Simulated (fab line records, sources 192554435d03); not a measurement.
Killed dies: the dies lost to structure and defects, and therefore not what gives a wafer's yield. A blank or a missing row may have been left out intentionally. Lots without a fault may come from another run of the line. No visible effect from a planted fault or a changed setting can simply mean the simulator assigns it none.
fab line records	flow n5-finfet	part 1 of 2: steps 1 to 4 of 6
record: lots: 23	wafers: 69	last-day: 18
route steps=1938 shown BEOL_M14@1731 BEOL_M15@1774
lots with no fault: from the same line, run without faults
start-h: start of the lot's first displayed wafer, in hours after the record's first day	wait-h: time in hours since the lot's previous step	" the same as in the row above	L1.1+2: one row covering several wafers at once	- value missing, or start not given	* or withheld: withheld	< > ~ a bound
route shown NAME@n: a module of which the file shows steps, and the number in the route of the first	usual: average and standard deviation across the fault-free wafers	same: alike in all rows	chamber/n: place in a boat	sites: each site's reading	_std_site: their standard deviation	_edge_site: inner sites' mean taken away from outer sites' mean	radius-mm: how far each site lies from the wafer's centre	mask NAME#n: copy n	behind: the most recent tool/chamber to have shaped the wafer	hold: why the lot went on hold/how many hours it stayed there/how the hold came to an end	device: the transistor (n, p or np) that didn't switch	end of line: the same wafers' tests at the end of the route	a step with no rows: only its recipe	killed: dies that structure and defects cost at the first sort, which is not the same as the wafer's yield	map: a wafer's dies, marking killed ones x, the rest . and places with no die _
set.NAME: the setting as run; set.NAME@STEP: as run at that earlier step	model.NAME: the simulator's own value behind a step, which no gauge read
route steps across a sampled set of lots; one table per step, one row per wafer
services: when a tool's chamber went out of use (start-h, in hours from the record's first day, below 0 if earlier), for how many hours, and the reason
== steps ==
step: N5_BEOL_M14_VIA_ETCH_16
recipe: chemistry: C4F8/O2/Ar	target: SiO2	he-inner-torr: 15	he-outer-torr: 30	target-depth-a: 12313	time-s: withheld	ion-energy-ev: 800	pressure-mtorr: 20	source-w: 1905	bias-w: 2040	Ar_flow_sccm: 400	C4F8_flow_sccm: 16	O2_flow_sccm: 12	ends: cleared
usual: drypump-motor-current-A: 5.5/0.38	mfc-ar-sccm: 399.9/1.3	oes-product-au: 0.73/0.092	rf-vpp-V: 2212/41	showerhead-plenum-p-Torr: 3.47/0.075	throttle-valve-pct: 30.82/0.21
lot.wafer	tool	chamber	start-h	wait-h	drypump-motor-current-A	mfc-ar-sccm	oes-product-au	rf-vpp-V	showerhead-plenum-p-Torr	throttle-valve-pct
L074.4	rie-diel-06	0	241.58	0.1	5.2	397.7	0.69	2258	3.58	31.20
L074.5	"	3	"	"	5.7	399.8	0.82	2169	3.37	31.06
L074.6	"	2	"	"	4.9	399.3	0.65	2254	3.58	30.84
L076.2	rie-diel-02	2	249.38	0.0	5.4	401.9	0.63	2252	3.53	30.96
L076.4	"	0	"	"	5.3	400.8	0.78	2213	3.61	30.78
L076.6	"	0	"	"	5.2	401.1	0.77	2211	3.61	30.77
L075.2	rie-diel-01	1	252.65	0.0	6.1	401.9	0.70	2167	3.44	30.77
L075.3	"	2	"	"	4.8	400.6	0.63	2254	3.42	31.08
L075.4	"	0	"	"	5.6	399.3	0.90	2151	3.55	30.46
L077.3	rie-diel-01	2	273.41	0.0	4.8	399.4	0.64	2253	3.41	31.08
L077.4	"	2	"	"	4.8	400.2	0.64	2252	3.41	31.09
L077.5	"	1	"	"	6.1	400.2	0.68	2168	3.44	30.77
L078.3	rie-diel-01	0	284.19	0.0	5.6	400.3	0.86	2148	3.54	30.46
L078.4	"	2	"	"	4.8	398.2	0.64	2252	3.41	31.10
L078.5	"	2	"	"	4.8	398.3	0.63	2252	3.41	31.07
L079.1	rie-diel-02	3	289.92	0.0	5.9	398.9	0.65	2203	3.41	30.95
L079.4	"	0	"	"	5.3	399.8	0.76	2212	3.60	30.77
L079.6	"	3	"	"	5.9	398.5	0.64	2202	3.41	30.95
L080.1	rie-diel-01	2	293.04	0.0	4.8	399.7	0.64	2252	3.41	31.09
L080.3	"	1	"	"	6.1	401.8	0.69	2167	3.43	30.79
L080.4	"	3	"	"	5.2	400.1	0.87	2230	3.40	30.61
L083.2	rie-diel-06	3	309.87	0.0	5.6	397.2	0.79	2167	3.36	31.08
L083.4	"	0	"	"	5.2	399.4	0.66	2257	3.57	31.22
L083.5	"	0	"	"	5.2	399.3	0.66	2257	3.56	31.23
L081.2	rie-diel-01	1	313.31	0.0	6.2	397.9	0.68	2169	3.43	30.79
L081.4	"	2	"	"	4.8	398.0	0.62	2253	3.40	31.10
L081.6	"	0	"	"	5.6	398.2	0.83	2150	3.54	30.48
L084.2	rie-diel-01	3	318.62	0.0	5.2	400.4	0.83	2230	3.40	30.61
L084.4	"	2	"	"	4.8	398.9	0.63	2253	3.40	31.10
L084.5	"	2	"	"	4.8	398.4	0.62	2252	3.40	31.11
L082.1	rie-diel-02	2	327.92	0.0	5.4	400.7	0.85	2250	3.51	30.76
L082.4	"	1	"	"	5.7	400.2	0.60	2247	3.52	31.09
L082.6	"	3	"	"	5.9	399.9	0.63	2202	3.40	30.95
L085.2	rie-diel-02	3	328.27	0.0	5.9	400.0	0.64	2202	3.40	30.96
L085.4	"	2	"	"	5.4	399.7	0.86	2251	3.51	30.79
L085.6	"	3	"	"	5.9	399.7	0.63	2202	3.40	30.95
L086.4	rie-diel-02	2	336.22	0.1	5.4	398.8	0.85	2250	3.51	30.77
L086.5	"	3	"	"	5.9	402.1	0.63	2201	3.40	30.96
L086.6	"	0	"	"	5.2	402.1	0.73	2210	3.59	30.80
L087.4	rie-diel-06	1	340.32	0.0	5.6	400.4	0.88	2276	3.52	30.44
L087.5	"	2	"	"	4.9	400.0	0.62	2251	3.56	30.87
L087.6	"	3	"	"	5.7	401.5	0.77	2165	3.35	31.08
L088.1	rie-diel-06	3	350.56	0.0	5.6	400.6	0.77	2169	3.35	31.09
L088.2	"	0	"	"	5.2	401.9	0.66	2257	3.56	31.25
L088.6	"	2	"	"	5.0	401.9	0.62	2252	3.55	30.88
L091.1	rie-diel-06	0	358.72	0.0	5.2	398.7	0.65	2257	3.55	31.23
L091.5	"	0	"	"	5.2	401.9	0.65	2256	3.55	31.23
L091.6	"	3	"	"	5.6	400.7	0.75	2167	3.35	31.10
L089.1	rie-diel-01	3	363.24	0.0	5.2	400.0	0.79	2229	3.39	30.61
L089.3	"	1	"	"	6.2	398.6	0.67	2165	3.42	30.81
L089.5	"	1	"	"	6.1	398.3	0.67	2166	3.42	30.81
L093.1	rie-diel-01	1	363.96	0.0	6.1	401.0	0.66	2166	3.42	30.80
L093.3	"	0	"	"	5.6	398.4	0.79	2148	3.53	30.48
L093.5	"	3	"	"	5.2	396.9	0.79	2230	3.39	30.60
L096.1	rie-diel-02	0	365.72	0.0	5.2	400.8	0.73	2210	3.59	30.83
L096.3	"	1	"	"	5.7	399.9	0.88	2247	3.51	30.70
L096.5	"	2	"	"	5.4	399.1	0.84	2251	3.51	30.78
L094.1	rie-diel-01	3	368.15	0.0	5.2	399.2	0.79	2229	3.38	30.61
L094.2	"	1	"	"	6.1	399.4	0.66	2166	3.42	30.81
L094.5	"	0	"	"	5.6	399.5	0.79	2149	3.52	30.50
L092.1	rie-diel-01	1	369.60	0.0	6.1	400.9	0.67	2165	3.42	30.83
L092.3	"	3	"	"	5.2	398.4	0.78	2229	3.38	30.61
L092.6	"	1	"	"	6.1	401.8	0.67	2166	3.42	30.82
L095.3	rie-diel-02	0	392.43	0.0	5.2	401.8	0.73	2210	3.58	30.83
L095.5	"	3	"	"	5.9	398.4	0.62	2200	3.39	31.00
L095.6	"	0	"	"	5.3	400.7	0.72	2210	3.58	30.82
L097.2	rie-diel-02	1	406.57	0.0	5.7	401.3	0.85	2245	3.51	30.69
L097.3	"	0	"	"	5.2	397.7	0.71	2210	3.58	30.81
L097.4	"	3	"	"	5.9	399.8	0.61	2201	3.39	30.99
step: N5_BEOL_M14_STRIP_63
recipe: chemistry: O2	power-w: 600	temp-c: 60	pressure-mtorr: 30	rf-frequency-hz: 6e+07	bias-power-w: 0	overash-fraction: 0.3	o2-flow-sccm: 225
usual: drypump-motor-current-A: 5.5/0.38	oes-product-au: 0.81/0.11	rf-vpp-V: 3.7/0.9	showerhead-plenum-p-Torr: 2.12/0.054	throttle-valve-pct: 16.59/0.26
lot.wafer	tool	chamber	start-h	wait-h	drypump-motor-current-A	oes-product-au	rf-hours-counter-h	rf-vpp-V	showerhead-plenum-p-Torr	throttle-valve-pct
L074.4	rie-diel-06	0	-	-	5.2	0.76	-	4.6	2.18	16.88
L074.5	"	3	"	"	5.7	0.90	-	3.6	2.04	16.64
L074.6	"	2	"	"	4.9	0.71	-	3.0	2.17	16.49
L076.2	rie-diel-02	2	-	-	5.4	0.68	244	3.8	2.18	16.98
L076.4	"	0	"	"	5.3	0.86	56	2.9	2.22	16.68
L076.6	"	0	"	"	5.2	0.86	-	3.2	2.22	16.68
L075.2	rie-diel-01	1	-	-	6.1	0.77	115	3.8	2.10	16.57
L075.3	"	2	"	"	4.8	0.70	222	1.7	2.06	16.73
L075.4	"	0	"	"	5.6	1.01	1	4.5	2.15	16.04
L077.3	rie-diel-01	2	-	-	4.8	0.69	229	1.2	2.06	16.75
L077.4	"	2	"	"	4.8	0.69	-	3.2	2.06	16.76
L077.5	"	1	"	"	6.1	0.75	-	3.7	2.10	16.63
L078.3	rie-diel-01	0	-	-	5.6	0.98	13	3.9	2.14	16.11
L078.4	"	2	"	"	4.8	0.70	234	3.7	2.05	16.77
L078.5	"	2	"	"	4.8	0.70	-	3.8	2.05	16.74
L079.1	rie-diel-02	3	-	-	5.9	0.72	179	4.7	2.09	16.88
L079.4	"	0	"	"	5.2	0.85	71	3.1	2.22	16.70
L079.6	"	3	"	"	5.8	0.71	-	2.9	2.09	16.90
L080.1	rie-diel-01	2	-	-	4.8	0.69	236	4.8	2.05	16.76
L080.3	"	1	"	"	6.1	0.76	129	3.8	2.09	16.61
L080.4	"	3	"	"	5.2	0.96	3	4.0	2.06	16.21
L083.2	rie-diel-06	3	-	-	5.7	0.86	66	3.1	2.03	16.64
L083.4	"	0	"	"	5.2	0.72	177	3.7	2.17	16.91
L083.5	"	0	"	"	5.1	0.74	-	4.3	2.17	16.93
L081.2	rie-diel-01	1	-	-	6.1	0.75	136	4.2	2.09	16.64
L081.4	"	2	"	"	4.8	0.68	242	4.3	2.05	16.76
L081.6	"	0	"	"	5.6	0.94	-	3.1	2.14	16.12
L084.2	rie-diel-01	3	-	-	5.2	0.94	11	3.5	2.06	16.22
L084.4	"	2	"	"	4.8	0.69	244	3.7	2.05	16.75
L084.5	"	2	"	"	4.8	0.68	-	2.9	2.05	16.81
L082.1	rie-diel-02	2	-	-	5.5	0.93	21	3.7	2.17	16.57
L082.4	"	1	"	"	5.7	0.65	-	3.3	2.16	17.02
L082.6	"	3	"	"	5.8	0.70	-	3.9	2.08	16.92
L085.2	rie-diel-02	3	-	-	5.9	0.71	195	4.5	2.08	16.92
L085.4	"	2	"	"	5.4	0.95	-	3.0	2.17	16.55
L085.6	"	3	"	"	5.8	0.71	-	4.5	2.08	16.89
L086.4	rie-diel-02	2	-	-	5.4	0.94	-	2.4	2.16	16.53
L086.5	"	3	"	"	5.9	0.70	-	3.3	2.08	16.93
L086.6	"	0	"	"	5.2	0.83	-	3.8	2.21	16.75
L087.4	rie-diel-06	1	-	-	5.6	0.99	0	3.4	2.17	16.28
L087.5	"	2	"	"	4.9	0.68	-	4.6	2.15	16.57
L087.6	"	3	"	"	5.7	0.84	-	2.5	2.03	16.73
L088.1	rie-diel-06	3	-	-	5.6	0.82	83	3.9	2.03	16.73
L088.2	"	0	"	"	5.2	0.73	194	5.0	2.16	16.97
L088.6	"	2	"	"	4.9	0.69	-	3.6	2.15	16.57
L091.1	rie-diel-06	0	-	-	5.1	0.72	197	4.3	2.16	16.95
L091.5	"	0	"	"	5.2	0.72	-	2.3	2.16	16.94
L091.6	"	3	"	"	5.7	0.83	-	3.8	2.03	16.73
L089.1	rie-diel-01	3	-	-	5.2	0.89	29	2.0	2.05	16.26
L089.3	"	1	"	"	6.1	0.74	156	2.6	2.09	16.66
L089.5	"	1	"	"	6.2	0.73	-	3.8	2.09	16.68
L093.1	rie-diel-01	1	-	-	6.1	0.74	156	4.8	2.08	16.67
L093.3	"	0	"	"	5.5	0.89	43	2.9	2.13	16.16
L093.5	"	3	"	"	5.2	0.89	-	3.0	2.05	16.27
L096.1	rie-diel-02	0	-	-	5.2	0.80	99	2.8	2.21	16.77
L096.3	"	1	"	"	5.6	0.97	6	4.9	2.16	16.51
L096.5	"	2	"	"	5.4	0.92	-	3.4	2.16	16.59
L094.1	rie-diel-01	3	-	-	5.2	0.89	33	2.5	2.05	16.27
L094.2	"	1	"	"	6.1	0.74	159	3.1	2.09	16.70
L094.5	"	0	"	"	5.6	0.91	-	1.9	2.13	16.19
L092.1	rie-diel-01	1	-	-	6.1	0.74	159	2.8	2.08	16.66
L092.3	"	3	"	"	5.2	0.89	33	4.5	2.05	16.28
L092.6	"	1	"	"	6.1	0.74	-	4.0	2.08	16.67
L095.3	rie-diel-02	0	-	-	5.2	0.81	108	4.4	2.20	16.78
L095.5	"	3	"	"	5.9	0.68	-	3.6	2.07	16.96
L095.6	"	0	"	"	5.2	0.80	-	5.0	2.20	16.79
L097.2	rie-diel-02	1	-	-	5.7	0.93	19	4.0	2.16	16.56
L097.3	"	0	"	"	5.2	0.79	113	4.1	2.20	16.79
L097.4	"	3	"	"	5.9	0.68	226	4.8	2.07	17.00
step: N5_BEOL_M14_DESCUM_33
recipe: chemistry: O2	time-s: 7.9	source-power-w: 50	bias-power-w: 20	pressure-mtorr: 20	rf-frequency-hz: 2.712e+07	temp-c: 40	o2-flow-sccm: 225
usual: drypump-motor-current-A: 5.5/0.37	oes-product-au: 0.81/0.1	rf-vpp-V: 243.6/1.2	showerhead-plenum-p-Torr: 2.12/0.057	throttle-valve-pct: 20.35/0.27
lot.wafer	tool	chamber	start-h	wait-h	drypump-motor-current-A	oes-product-au	rf-hours-counter-h	rf-vpp-V	showerhead-plenum-p-Torr	throttle-valve-pct
L074.4	rie-diel-02	1	242.78	0.4	5.7	0.69	222	244.4	2.17	20.72
L074.5	"	1	"	"	5.7	0.68	-	243.9	2.17	20.71
L074.6	"	0	"	"	5.2	0.87	-	245.0	2.22	20.42
L076.2	rie-diel-06	3	250.14	0.0	5.7	0.88	46	242.9	2.03	20.42
L076.4	"	0	"	"	5.2	0.76	-	245.1	2.17	20.62
L076.6	"	2	"	"	4.9	0.71	-	243.2	2.16	20.21
L075.2	rie-diel-02	1	253.65	0.1	5.7	0.68	226	243.1	2.17	20.75
L075.3	"	3	"	"	5.8	0.72	166	243.3	2.09	20.59
L075.4	"	0	"	"	5.2	0.85	58	246.3	2.22	20.44
L077.3	rie-diel-02	1	274.35	0.1	5.7	0.67	234	242.6	2.16	20.74
L077.4	"	0	"	"	5.2	0.85	-	244.0	2.22	20.44
L077.5	"	3	"	"	5.9	0.72	-	243.0	2.08	20.62
L078.3	rie-diel-02	1	285.12	0.2	5.7	0.67	238	245.3	2.16	20.76
L078.4	"	0	"	"	5.2	0.84	70	245.4	2.21	20.45
L078.5	"	1	"	"	5.6	0.67	-	243.7	2.16	20.76
L079.1	rie-diel-01	3	290.68	0.0	5.2	0.96	2	244.9	2.06	20.00
L079.4	"	0	"	"	5.6	0.95	15	245.2	2.14	19.82
L079.6	"	0	"	"	5.6	0.94	-	243.9	2.14	19.84
L080.1	rie-diel-01	0	293.81	0.0	5.6	0.96	16	244.6	2.14	19.83
L080.3	"	2	"	"	4.8	0.69	236	243.1	2.05	20.47
L080.4	"	1	"	"	6.1	0.77	129	244.4	2.09	20.37
L083.2	rie-diel-02	3	310.76	0.2	5.9	0.72	185	242.4	2.08	20.62
L083.4	"	1	"	"	5.7	0.67	247	244.7	2.16	20.76
L083.5	"	3	"	"	5.9	0.71	-	243.7	2.08	20.63
L081.2	rie-diel-01	0	314.07	0.0	5.6	0.94	22	243.4	2.13	19.85
L081.4	"	2	"	"	4.8	0.69	242	244.0	2.05	20.48
L081.6	"	0	"	"	5.6	0.94	-	244.3	2.13	19.82
L084.2	rie-diel-06	3	319.46	0.1	5.6	0.85	70	240.7	2.03	20.47
L084.4	"	2	"	"	5.0	0.69	219	245.8	2.15	20.23
L084.5	"	1	"	"	5.6	0.69	-	244.0	2.17	20.50
L082.1	rie-diel-02	0	328.81	0.0	5.3	0.83	84	243.5	2.21	20.49
L082.4	"	0	"	"	5.2	0.82	-	244.2	2.21	20.50
L082.6	"	2	"	"	5.4	0.95	-	243.8	2.16	20.37
L085.2	rie-diel-06	0	329.14	0.1	5.2	0.72	184	243.6	2.16	20.68
L085.4	"	0	"	"	5.2	0.73	-	244.5	2.16	20.68
L085.6	"	2	"	"	5.0	0.70	-	242.0	2.15	20.26
L086.4	rie-diel-06	3	336.91	0.0	5.7	0.84	-	242.9	2.02	20.47
L086.5	"	2	"	"	4.9	0.69	-	245.5	2.15	20.25
L086.6	"	0	"	"	5.1	0.72	-	243.9	2.16	20.68
L087.4	rie-diel-06	0	341.21	0.0	5.2	0.72	190	245.7	2.16	20.67
L087.5	"	1	"	"	5.6	0.98	-	243.7	2.16	20.12
L087.6	"	2	"	"	4.9	0.70	-	244.9	2.15	20.27
L088.1	rie-diel-01	3	351.73	0.4	5.2	0.91	24	241.8	2.05	20.01
L088.2	"	1	"	"	6.1	0.75	150	242.3	2.08	20.40
L088.6	"	0	"	"	5.6	0.91	-	245.3	2.13	19.87
L091.1	rie-diel-06	3	359.48	0.0	5.6	0.83	87	242.3	2.02	20.50
L091.5	"	3	"	"	5.6	0.83	-	242.1	2.02	20.50
L091.6	"	2	"	"	5.0	0.68	-	244.6	2.15	20.26
L089.1	rie-diel-01	3	364.41	0.4	5.2	0.89	30	242.6	2.05	20.03
L089.3	"	0	"	"	5.6	0.91	43	243.2	2.13	19.86
L089.5	"	0	"	"	5.6	0.90	-	242.5	2.13	19.86
L093.1	rie-diel-01	3	365.22	0.5	5.2	0.89	31	244.0	2.05	20.04
L093.3	"	1	"	"	6.1	0.74	157	242.6	2.08	20.41
L093.5	"	1	"	"	6.1	0.74	-	244.6	2.08	20.42
L096.1	rie-diel-06	1	366.63	0.2	5.6	0.93	11	244.7	2.16	20.11
L096.3	"	0	"	"	5.2	0.72	200	244.8	2.16	20.72
L096.5	"	0	"	"	5.1	0.71	-	244.8	2.16	20.69
L094.1	rie-diel-02	0	369.04	0.0	5.2	0.81	100	243.5	2.20	20.52
L094.2	"	2	"	"	5.4	0.92	35	243.5	2.16	20.39
L094.5	"	3	"	"	5.9	0.69	-	242.3	2.07	20.67
L092.1	rie-diel-02	1	370.36	0.0	5.7	0.97	8	244.1	2.16	20.29
L092.3	"	3	"	"	5.8	0.69	214	241.5	2.07	20.69
L092.6	"	3	"	"	5.8	0.70	-	243.2	2.07	20.67
L095.3	rie-diel-01	3	393.32	0.0	5.2	0.87	41	243.1	2.04	20.05
L095.5	"	2	"	"	4.8	0.94	-	243.7	2.04	20.03
L095.6	"	1	"	"	6.1	0.73	-	242.6	2.08	20.43
L097.2	rie-diel-01	1	407.45	0.0	6.1	0.73	174	243.2	2.07	20.43
L097.3	"	3	"	"	5.2	0.86	48	242.1	2.04	20.07
L097.4	"	2	"	"	4.8	0.91	13	243.0	2.04	20.03
step: N5_BEOL_M15_THK_MEAS_01
recipe: reads: SiO2_of_BEOL_M15_ILD_DEP_00
usual: M15_ILD_THK: 1632/20
lot.wafer	tool	chamber	start-h	wait-h	M15_ILD_THK[nm]
L074.4	film-metro-01	-	246.57	0.0	1633
L074.5	"	-	"	"	1651
L074.6	"	-	"	"	1638
L076.2	film-metro-01	-	254.85	0.1	1598
L076.4	"	-	"	"	1651
L076.6	"	-	"	"	1629
L075.2	film-metro-02	-	258.21	0.1	1577
L075.3	"	-	"	"	1604
L075.4	"	-	"	"	1604
L077.3	film-metro-02	-	278.74	0.1	1622
L077.4	"	-	"	"	1650
L077.5	"	-	"	"	1633
L078.3	film-metro-01	-	288.60	0.1	1643
L078.4	"	-	"	"	1649
L078.5	"	-	"	"	1660
L079.1	film-metro-01	-	293.66	0.1	1608
L079.4	"	-	"	"	1638
L079.6	"	-	"	"	1632
L080.1	film-metro-01	-	298.92	0.1	1608
L080.3	"	-	"	"	1636
L080.4	"	-	"	"	1626
L083.2	film-metro-02	-	313.75	0.1	1620
L083.4	"	-	"	"	1634
L083.5	"	-	"	"	1656
L081.2	film-metro-01	-	317.43	0.1	1639
L081.4	"	-	"	"	1645
L081.6	"	-	"	"	1642
L084.2	film-metro-02	-	326.72	0.1	1580
L084.4	"	-	"	"	1652
L084.5	"	-	"	"	1616
L082.1	film-metro-02	-	331.78	0.1	1619
L082.4	"	-	"	"	1601
L082.6	"	-	"	"	1636
L085.2	film-metro-01	-	332.22	0.1	1624
L085.4	"	-	"	"	1614
L085.6	"	-	"	"	1644
L086.4	film-metro-02	-	340.40	0.0	1645
L086.5	"	-	"	"	1653
L086.6	"	-	"	"	1656
L087.4	film-metro-01	-	345.65	0.0	1655
L087.5	"	-	"	"	1642
L087.6	"	-	"	"	1662
L088.1	film-metro-02	-	356.65	0.1	1646
L088.2	"	-	"	"	1630
L088.6	"	-	"	"	1649
L091.1	film-metro-02	-	362.41	0.1	1630
L091.5	"	-	"	"	1653
L091.6	"	-	"	"	1643
L089.1	film-metro-01	-	369.97	0.1	1629
L089.3	"	-	"	"	1601
L089.5	"	-	"	"	1629
L093.1	film-metro-02	-	370.25	0.1	1635
L093.3	"	-	"	"	1621
L093.5	"	-	"	"	1657
L096.1	film-metro-01	-	370.82	0.1	1649
L096.3	"	-	"	"	1655
L096.5	"	-	"	"	1661
L094.1	film-metro-02	-	374.26	0.1	1593
L094.2	"	-	"	"	1605
L094.5	"	-	"	"	1649
L092.1	film-metro-02	-	380.21	0.1	1629
L092.3	"	-	"	"	1632
L092.6	"	-	"	"	1653
L095.3	film-metro-01	-	396.26	0.1	1628
L095.5	"	-	"	"	1656
L095.6	"	-	"	"	1658
L097.2	film-metro-01	-	412.47	0.1	1621
L097.3	"	-	"	"	1625
L097.4	"	-	"	"	1671
